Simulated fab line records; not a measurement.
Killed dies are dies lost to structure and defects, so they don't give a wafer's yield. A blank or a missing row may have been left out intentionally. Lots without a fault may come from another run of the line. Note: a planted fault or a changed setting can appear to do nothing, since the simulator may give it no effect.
fab line records | flow nand-harc
[record] lots = 5 | wafers = 15 | last-day = 33
route steps=1302 shown A_STAIRCASE@660
lots untouched by any fault: they come from a run of this same line in which no faults occurred
start-h: hours from the record's first day to the start of the lot's first wafer shown | wait-h: time in hours since the lot's previous step | " same as the row above | L1.1+2: one row covering several wafers at once | - value missing, or start not given | * or withheld: withheld | < > ~ a bound
route shown NAME@n: names a module that has steps shown in the file, with the first one's number in the route | usual: mean and standard deviation over wafers with no fault | same: alike in all rows | chamber/n: place in a boat | sites: per-site readings | _std_site: the values' standard deviation | _edge_site: outer sites' mean less inner sites' | radius-mm: how far each site lies from the wafer's centre | mask NAME#n: copy n | behind: the last tool/chamber to shape the wafer | hold: why the lot was held/for how many hours/how that ended | device: the n, p or np transistor that did not switch | end of line: tests of these same wafers at the route's end | a step without rows: its recipe alone | killed: at the first sort, the dies lost to defects and structure; wafer yield is something else | map: per-die view of a wafer (x killed, . not killed, _ where there is no die)
set.NAME: the setting the step ran with; set.NAME@STEP: the setting that earlier step ran with | model.NAME: the simulator's own value behind a step, which no gauge read
lots at some steps of the route; a table a step, a row a wafer
services: when a tool's chamber went out of use (start-h, in hours from the record's first day, below 0 if earlier), for how many hours, and the reason
[[steps]]
[step NHARC_A_STAIRCASE_SOFTBAKE_04]
[recipe] temp-c = 135 | time-s = 170
[step NHARC_A_STAIRCASE_EBR_05]
[step NHARC_A_STAIRCASE_EXPOSE_06]
[recipe] na = 0.5 | dose-mj = 25.43 | mask-id = STAIR
[step NHARC_A_STAIRCASE_PEB_07]
[recipe] peb-temp-c = 115 | peb-time-s = 130
[step NHARC_A_STAIRCASE_DEVELOP_08]
[recipe] time-s = 140
[step NHARC_A_STAIRCASE_HARDBAKE_10]
[recipe] temp-c = 120 | time-s = 140
[step NHARC_A_STAIRCASE_DESCUM_11]
[recipe] time-s = 3 | o2-flow-sccm = 200 | ar-flow-sccm = 0 | bias-power-w = 0 | chemistry = O2
[usual] drypump-motor-current-A = 5.7/0.38 | oes-product-au = 1.006/0.015 | rf-vpp-V = 57.8/0.92 | showerhead-plenum-p-Torr = 1.93/0.058 | throttle-valve-pct = 11.311/0.0087
lot.wafer | tool        | chamber | start-h | wait-h | drypump-motor-current-A | oes-product-au | rf-hours-counter-h | rf-vpp-V | showerhead-plenum-p-Torr | throttle-valve-pct
L513.3    | rie-diel-12 | 3       | 374.43  | -      | 5.1                     | 0.986          | 32                 | 58.0     | 1.95                     | 11.312
L513.5    | "           | 3       | "       | "      | 5.1                     | 0.987          | -                  | 56.6     | 1.95                     | 11.311
L513.6    | "           | 0       | "       | "      | 5.9                     | 0.996          | -                  | 57.9     | 1.92                     | 11.304
L515.2    | rie-diel-05 | 0       | 385.96  | -      | 5.6                     | 1.028          | 49                 | 57.1     | 1.85                     | 11.302
L515.4    | "           | 3       | "       | "      | 5.5                     | 0.992          | 47                 | 57.0     | 1.90                     | 11.311
L515.6    | "           | 1       | "       | "      | 6.3                     | 0.985          | -                  | 58.2     | 2.04                     | 11.301
L525.2    | rie-diel-05 | 2       | 485.92  | -      | 5.7                     | 1.017          | 21                 | 58.7     | 2.05                     | 11.298
L525.4    | "           | 1       | "       | "      | 6.3                     | 0.993          | 23                 | 59.1     | 2.03                     | 11.306
L525.6    | "           | 3       | "       | "      | 5.5                     | 0.989          | -                  | 58.8     | 1.89                     | 11.305
L533.1    | rie-diel-06 | 0       | 558.91  | -      | 6.0                     | 1.031          | 20                 | 58.3     | 1.91                     | 11.312
L533.4    | "           | 3       | "       | "      | 5.2                     | 1.014          | 20                 | 57.8     | 1.88                     | 11.320
L533.6    | "           | 1       | "       | "      | 5.9                     | 1.014          | -                  | 57.9     | 1.86                     | 11.313
L534.1    | rie-diel-12 | 0       | 581.91  | -      | 6.0                     | 1.004          | 47                 | 57.7     | 1.90                     | 11.317
L534.2    | "           | 2       | "       | "      | 5.4                     | 1.012          | 44                 | 56.3     | 1.95                     | 11.320
L534.5    | "           | 3       | "       | "      | 5.1                     | 0.997          | -                  | 58.8     | 1.93                     | 11.319
[step NHARC_A_STAIRCASE_TRIM_12]
[recipe] time-s = 211.2 | o2-flow-sccm = 500 | ar-flow-sccm = 0 | bias-w = 0 | chemistry = O2
[step NHARC_A_STAIRCASE_ETCH_13]
[recipe] target-depth-a = 1000 | time-s = 40.5 | ion-energy-ev = 400 | c4f8-flow-sccm = 20 | o2-flow-sccm = 10 | ar-flow-sccm = withheld | rf-w = 600 | bias-w = 1000 | chemistry = C4F8/O2
[usual] oes-product-au = 0.949/0.017 | rf-vpp-V = 897/3.6
lot.wafer | tool        | chamber | start-h | wait-h | oes-product-au | rf-hours-counter-h | rf-vpp-V
L513.3    | rie-diel-12 | 1       | -       | -      | 0.944          | 22                 | 896
L513.5    | "           | 3       | "       | "      | 0.920          | -                  | 900
L513.6    | "           | 0       | "       | "      | 0.920          | -                  | 898
L515.2    | rie-diel-05 | 3       | -       | -      | 0.958          | 47                 | 896
L515.4    | "           | 0       | "       | "      | 0.985          | 49                 | 892
L515.6    | "           | 3       | "       | "      | 0.945          | -                  | 896
L525.2    | rie-diel-05 | 3       | -       | -      | 0.914          | 26                 | 894
L525.4    | "           | 0       | "       | "      | 0.947          | 27                 | 893
L525.6    | "           | 2       | "       | "      | 0.947          | -                  | 904
L533.4    | rie-diel-06 | 2       | -       | -      | 0.963          | 21                 | 900
L533.1    | "           | 1       | "       | "      | 0.964          | 21                 | 894
L533.6    | "           | 3       | "       | "      | 0.959          | -                  | 894
L534.2    | rie-diel-12 | 0       | -       | -      | 0.942          | 47                 | 895
L534.1    | "           | 1       | "       | "      | 0.972          | 46                 | 893
L534.5    | "           | 2       | "       | "      | 0.972          | -                  | 898
[step NHARC_A_STAIRCASE_TRIM_14]
[recipe] time-s = 211.2 | o2-flow-sccm = 500 | ar-flow-sccm = 0 | bias-w = 0 | chemistry = O2
[usual] drypump-motor-current-A = 5.7/0.39 | oes-product-au = 1.007/0.015 | rf-vpp-V = 57.8/0.88 | run-length-s = 232.4/0.57 | showerhead-plenum-p-Torr = 3.55/0.097 | throttle-valve-pct = 17.036/0.0091
lot.wafer | tool        | chamber | start-h | wait-h | drypump-motor-current-A | oes-product-au | rf-hours-counter-h | rf-vpp-V | run-length-s | showerhead-plenum-p-Torr | throttle-valve-pct
L513.3    | rie-diel-12 | 0       | -       | -      | 6.0                     | 1.002          | 35                 | 58.2     | 232.1        | 3.55                     | 17.028
L513.5    | "           | 1       | "       | "      | 6.3                     | 1.015          | -                  | 58.7     | 232.9        | 3.53                     | 17.032
L513.6    | "           | 2       | "       | "      | 5.4                     | 1.014          | -                  | 57.7     | 233.0        | 3.63                     | 17.043
L515.2    | rie-diel-05 | 1       | -       | -      | 6.3                     | 0.993          | 51                 | 58.7     | 233.0        | 3.74                     | 17.024
L515.4    | "           | 2       | "       | "      | 5.7                     | 1.027          | 47                 | 57.5     | 232.8        | 3.78                     | 17.052
L515.6    | "           | 0       | "       | "      | 5.6                     | 1.031          | -                  | 57.3     | 232.1        | 3.42                     | 17.019
L525.2    | rie-diel-05 | 2       | -       | -      | 5.7                     | 1.025          | 21                 | 57.5     | 232.8        | 3.76                     | 17.027
L525.4    | "           | 3       | "       | "      | 5.5                     | 0.981          | 26                 | 58.9     | 231.9        | 3.48                     | 17.032
L525.6    | "           | 1       | "       | "      | 6.3                     | 0.999          | -                  | 57.3     | 233.3        | 3.72                     | 17.041
L533.4    | rie-diel-06 | 3       | -       | -      | 5.2                     | 1.021          | 20                 | 56.3     | 231.8        | 3.48                     | 17.041
L533.1    | "           | 0       | "       | "      | 6.1                     | 1.013          | 20                 | 56.9     | 232.2        | 3.53                     | 17.029
L533.6    | "           | 3       | "       | "      | 5.2                     | 1.015          | -                  | 57.8     | 231.7        | 3.48                     | 17.037
L534.1    | rie-diel-12 | 1       | -       | -      | 6.3                     | 1.021          | 46                 | 56.0     | 232.1        | 3.49                     | 17.050
L534.2    | "           | 2       | "       | "      | 5.4                     | 0.998          | 44                 | 57.7     | 232.5        | 3.59                     | 17.036
L534.5    | "           | 1       | "       | "      | 6.3                     | 1.007          | -                  | 57.7     | 232.4        | 3.49                     | 17.046
[step NHARC_A_STAIRCASE_ETCH_15]
[recipe] target-depth-a = 1000 | time-s = 40.5 | ion-energy-ev = 400 | c4f8-flow-sccm = 20 | o2-flow-sccm = 10 | ar-flow-sccm = withheld | rf-w = 600 | bias-w = 1000 | chemistry = C4F8/O2
[usual] oes-product-au = 0.948/0.016 | rf-vpp-V = 897/3.7
lot.wafer | tool        | chamber | start-h | wait-h | oes-product-au | rf-hours-counter-h | rf-vpp-V
L513.3    | rie-diel-12 | 3       | -       | -      | 0.928          | 32                 | 899
L513.6    | "           | 2       | "       | "      | 0.941          | -                  | 899
L513.5    | "           | 3       | "       | "      | 0.932          | -                  | 900
L515.2    | rie-diel-05 | 3       | -       | -      | 0.952          | 47                 | 896
L515.4    | "           | 2       | "       | "      | 0.982          | 47                 | 905
L515.6    | "           | 3       | "       | "      | 0.939          | -                  | 895
L525.4    | rie-diel-05 | 2       | -       | -      | 0.949          | 21                 | 906
L525.2    | "           | 3       | "       | "      | 0.933          | 26                 | 896
L525.6    | "           | 2       | "       | "      | 0.957          | -                  | 904
L533.1    | rie-diel-06 | 1       | -       | -      | 0.964          | 21                 | 892
L533.4    | "           | 2       | "       | "      | 0.949          | 21                 | 896
L533.6    | "           | 1       | "       | "      | 0.965          | -                  | 894
L534.1    | rie-diel-12 | 0       | -       | -      | 0.931          | 47                 | 896
L534.2    | "           | 1       | "       | "      | 0.950          | 46                 | 894
L534.5    | "           | 3       | "       | "      | 0.945          | -                  | 897
[step NHARC_A_STAIRCASE_TRIM_16]
[recipe] time-s = 211.2 | o2-flow-sccm = 500 | ar-flow-sccm = 0 | bias-w = 0 | chemistry = O2
[usual] drypump-motor-current-A = 5.7/0.39 | oes-product-au = 1.006/0.016 | rf-vpp-V = 57.9/0.8 | run-length-s = 232.5/0.59 | showerhead-plenum-p-Torr = 3.56/0.1 | throttle-valve-pct = 17.037/0.0091
lot.wafer | tool        | chamber | start-h | wait-h | drypump-motor-current-A | oes-product-au | rf-hours-counter-h | rf-vpp-V | run-length-s | showerhead-plenum-p-Torr | throttle-valve-pct
L513.3    | rie-diel-12 | 0       | 375.20  | -      | 6.0                     | 0.995          | 36                 | 57.2     | 232.0        | 3.55                     | 17.054
L513.5    | "           | 1       | "       | "      | 6.3                     | 1.017          | -                  | 56.8     | 232.2        | 3.53                     | 17.025
L513.6    | "           | 2       | "       | "      | 5.4                     | 1.015          | -                  | 58.3     | 232.4        | 3.63                     | 17.018
L515.2    | rie-diel-05 | 1       | 386.51  | -      | 6.3                     | 0.995          | 51                 | 59.1     | 233.1        | 3.74                     | 17.036
L515.4    | "           | 0       | "       | "      | 5.7                     | 1.034          | 49                 | 56.9     | 232.0        | 3.42                     | 17.035
L515.6    | "           | 1       | "       | "      | 6.3                     | 1.000          | -                  | 58.5     | 233.2        | 3.74                     | 17.022
L525.2    | rie-diel-05 | 2       | 486.64  | -      | 5.7                     | 1.026          | 21                 | 58.4     | 233.1        | 3.76                     | 17.028
L525.4    | "           | 0       | "       | "      | 5.6                     | 1.012          | 27                 | 55.7     | 150.5        | 3.40                     | 17.047
L525.6    | "           | 2       | "       | "      | 5.7                     | 1.026          | -                  | 57.8     | 232.4        | 3.76                     | 17.049
L533.4    | rie-diel-06 | 1       | 559.46  | -      | 5.9                     | 1.015          | 21                 | 56.7     | 231.9        | 3.44                     | 17.049
L533.1    | "           | 2       | "       | "      | 5.3                     | 0.979          | 21                 | 57.9     | 233.7        | 3.57                     | 17.037
L533.6    | "           | 1       | "       | "      | 5.9                     | 1.004          | -                  | 57.0     | 231.6        | 3.44                     | 17.049
L534.1    | rie-diel-12 | 0       | 582.46  | -      | 6.0                     | 0.989          | 47                 | 56.4     | 231.9        | 3.51                     | 17.027
L534.2    | "           | 2       | "       | "      | 5.4                     | 1.010          | 44                 | 57.9     | 233.2        | 3.59                     | 17.027
L534.5    | "           | 3       | "       | "      | 5.2                     | 0.993          | -                  | 57.4     | 232.3        | 3.55                     | 17.052
[step NHARC_A_STAIRCASE_ETCH_17]
[recipe] target-depth-a = 1000 | time-s = 40.5 | ion-energy-ev = 400 | c4f8-flow-sccm = 20 | o2-flow-sccm = 10 | ar-flow-sccm = withheld | rf-w = 600 | bias-w = 1000 | chemistry = C4F8/O2
[usual] oes-product-au = 0.949/0.016 | rf-vpp-V = 897/3.6
lot.wafer | tool        | chamber | start-h | wait-h | oes-product-au | rf-hours-counter-h | rf-vpp-V
L513.3    | rie-diel-12 | 2       | -       | -      | 0.958          | 34                 | 900
L513.5    | "           | 0       | "       | "      | 0.942          | -                  | 898
L513.6    | "           | 1       | "       | "      | 0.944          | -                  | 897
L515.4    | rie-diel-05 | 3       | -       | -      | 0.947          | 47                 | 895
L515.2    | "           | 2       | "       | "      | 0.964          | 48                 | 905
L515.6    | "           | 0       | "       | "      | 0.971          | -                  | 894
L525.4    | rie-diel-05 | 1       | -       | -      | 0.936          | 24                 | 903
L525.2    | "           | 3       | "       | "      | 0.939          | 26                 | 894
L525.6    | "           | 2       | "       | "      | 0.964          | -                  | 905
L533.4    | rie-diel-06 | 0       | -       | -      | 0.964          | 20                 | 897
L533.1    | "           | 2       | "       | "      | 0.920          | 22                 | 896
L533.6    | "           | 1       | "       | "      | 0.949          | -                  | 893
L534.1    | rie-diel-12 | 3       | -       | -      | 0.948          | 45                 | 896
L534.2    | "           | 0       | "       | "      | 0.924          | 47                 | 896
L534.5    | "           | 2       | "       | "      | 0.974          | -                  | 896
[[services]]
tool        | chamber | start-h | hours | kind
rie-diel-12 | 0       | 351.82  | -     | clean
rie-diel-12 | 1       | 351.82  | -     | clean
rie-diel-12 | 2       | 351.82  | -     | clean
rie-diel-12 | 3       | 351.82  | -     | clean
rie-diel-05 | 0       | 363.51  | -     | clean
rie-diel-05 | 1       | 363.51  | -     | clean
rie-diel-05 | 2       | 363.51  | -     | clean
rie-diel-05 | 3       | 363.51  | -     | clean
rie-diel-12 | 0       | 376.35  | -     | clean
rie-diel-12 | 1       | 376.35  | -     | clean
rie-diel-12 | 2       | 376.35  | -     | clean
rie-diel-12 | 3       | 376.35  | -     | clean
rie-diel-05 | 0       | 388.01  | -     | clean
rie-diel-05 | 1       | 388.01  | -     | clean
rie-diel-05 | 2       | 388.01  | -     | clean
rie-diel-05 | 3       | 388.01  | -     | clean
rie-diel-05 | -       | 406.64  | 9.0   | pm
rie-diel-12 | -       | 446.24  | 9.0   | pm
rie-diel-05 | -       | 449.79  | 0.6   | repair
rie-diel-05 | 0       | 470.51  | 4.5   | repair
rie-diel-06 | -       | 485.02  | 9.0   | pm
rie-diel-05 | 2       | 504.00  | 8.9   | repair
rie-diel-05 | 0       | 561.94  | 66.9  | repair
rie-diel-06 | 3       | 579.46  | 15.5  | repair
[[key]]
[first-sign] step = NHARC_A_STAIRCASE_TRIM_16 | reading = run-length-s | direction = down | sigmas = 99+ | usual = * | struck = *
effect none on later readings
met-at NHARC_A_STAIRCASE_TRIM_16
struck-wafers L525.4
later-rows-left-out L525.4
sort-left-out L525.4
tester-left-out L525
onset-between 386.51 486.64
[fault] kind = process-parameter-drift | tool = rie-diel-05 | chamber = 0 | onset-h = 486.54 | steps = NHARC_A_STAIRCASE_TRIM_16 | channel = time-s | offset = * | shape = step | end-h = 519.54 | acts-in = * | stated = *
// tester-left-out: of these lots the tester's yield and bins aren't shown, on N5 and GAA mostly nor the transistor test; their killed dies are dies lost to structure and defects alone, not to doping, threshold or leakage, so they don't give the yield
// sort-left-out: the simulated sort isn't trusted on such a fault, so these wafers' sort isn't shown, and their yield isn't known
// later-rows-left-out: the simulator's readings of these wafers behind a module that went badly wrong aren't trusted and aren't shown, but for the sort
